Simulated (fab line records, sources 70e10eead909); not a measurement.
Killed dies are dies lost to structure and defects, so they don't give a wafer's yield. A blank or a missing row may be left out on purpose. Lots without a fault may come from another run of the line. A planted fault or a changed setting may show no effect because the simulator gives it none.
Chamber matching | flow nand_harc | NHARC_P_GATE_STRIP_108 on rie_diel-11: 4 sister chambers
The step strips in O2. 8 wafers are shown with their chamber, then 11 later ones without.

WAFERS WITH THEIR CHAMBER
wafer  | chamber | drypump_motor_current_A (A) | rf_vpp_V (V)
L078.4 | 3       | 5.9                         | 57.2
L078.6 | 3       | 5.9                         | 56.8
L079.1 | 0       | 6.0                         | 57.5
L079.3 | 1       | 6.1                         | 58.3
L083.1 | 0       | 5.9                         | 58.5
L083.4 | 2       | 5.8                         | 58.2
L083.6 | 2       | 5.7                         | 58.2
L086.3 | 1       | 6.2                         | 58.6

WAFERS WITHOUT THEIR CHAMBER
wafer  | drypump_motor_current_A (A) | rf_vpp_V (V)
L086.4 | 5.8                         | 58.3
L086.6 | 5.8                         | 59.2
L089.2 | 6.0                         | 59.9
L089.3 | 6.2                         | 58.1
L089.5 | 5.8                         | 58.1
L092.4 | 5.9                         | 56.8
L092.5 | 6.0                         | 57.6
L092.6 | 5.9                         | 58.6
L095.1 | 6.2                         | 57.1
L095.2 | 6.0                         | 58.2
L095.6 | 6.0                         | 57.3

WHICH CHAMBER EACH WENT THROUGH
wafer  | from the rows above          | in truth
L086.4 | can't be placed: 2 or 0      | 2
L086.6 | can't be placed: 2 or 0      | 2
L089.2 | can't be placed: 1 or 0 or 2 | 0
L089.3 | 1                            | 1
L089.5 | can't be placed: 2 or 0      | 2
L092.4 | 3                            | 3
L092.5 | can't be placed: 0 or 3 or 1 | 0
L092.6 | can't be placed: 0 or 2      | 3
L095.1 | can't be placed: 1 or 0 or 3 | 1
L095.2 | can't be placed: 0 or 1      | 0
L095.6 | can't be placed: 3 or 0      | 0
Placed correctly: 2 of 11. Can't be placed from these rows: 9 (the true chamber is among the candidates in 8). Placed wrongly: 0.
How it was worked out, from the rows above alone: a wafer's distance from a chamber is the root of the sum, over the readings, of the square of ((its reading less the chamber's mean) divided by the reading's scatter). The wafer belongs to the nearest chamber; if the next one is less than 2 further off, it can't be placed. A chamber's mean is the mean of its shown wafers. The scatter: the root of (the sum of the squares of (reading less its chamber's mean) over the shown wafers, divided by (wafers less chambers)).
